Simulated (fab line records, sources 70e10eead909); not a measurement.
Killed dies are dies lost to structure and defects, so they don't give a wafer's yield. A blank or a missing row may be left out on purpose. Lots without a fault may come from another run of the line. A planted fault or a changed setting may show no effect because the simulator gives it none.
Chamber matching | flow nand_harc | NHARC_A_DECK1_JOINT_CMP_02 on cmp-02: 4 sister chambers
The step polishes SiOx. 16 wafers are shown with their chamber, then 8 later ones without.

WAFERS WITH THEIR CHAMBER
wafer  | chamber | motor_current_A (A)
L078.2 | 2       | 12.1
L078.4 | 1       | 12.9
L078.5 | 3       | 12.1
L078.1 | 3       | 13.4
L078.3 | 0       | 11.3
L078.6 | 2       | 12.0
L080.4 | 2       | 12.2
L080.5 | 3       | 12.8
L080.6 | 0       | 11.6
L081.1 | 2       | 11.5
L081.2 | 3       | 12.5
L081.3 | 0       | 11.9
L084.2 | 0       | 11.5
L084.3 | 2       | 12.1
L084.6 | 2       | 11.9
L088.1 | 0       | 11.9

SIGNATURES (means of the wafers above)
reading         | chamber 0 | chamber 1 | chamber 2 | chamber 3 | scatter within a chamber
motor_current_A | 11.640    | 12.900    | 11.967    | 12.700    | 0.352
Rule: a wafer's distance from a chamber is the root of the sum, over the readings, of the square of ((its reading less the chamber's mean) divided by the reading's scatter). The wafer belongs to the nearest chamber; if the next one is less than 2 further off, it can't be placed. The scatter: the root of (the sum of the squares of (reading less its chamber's mean) over the shown wafers, divided by (wafers less chambers)).

WAFERS WITHOUT THEIR CHAMBER
wafer  | motor_current_A (A)
L088.2 | 13.6
L088.4 | 12.3
L094.1 | 12.8
L094.3 | 11.4
L094.5 | 12.6
L095.2 | 13.6
L095.4 | 12.6
L095.5 | 12.9

WHICH CHAMBER EACH WENT THROUGH
wafer  | from the rows above               | in truth
L088.2 | can't be placed: 1 or 3           | 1
L088.4 | can't be placed: 2 or 3 or 1 or 0 | 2
L094.1 | can't be placed: 1 or 3           | 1
L094.3 | can't be placed: 0 or 2           | 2
L094.5 | can't be placed: 3 or 1 or 2      | 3
L095.2 | can't be placed: 1 or 3           | 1
L095.4 | can't be placed: 3 or 1 or 2      | 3
L095.5 | can't be placed: 1 or 3           | 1
Placed correctly: 0 of 8. Can't be placed from these rows: 8 (the true chamber is among the candidates in 8). Placed wrongly: 0.
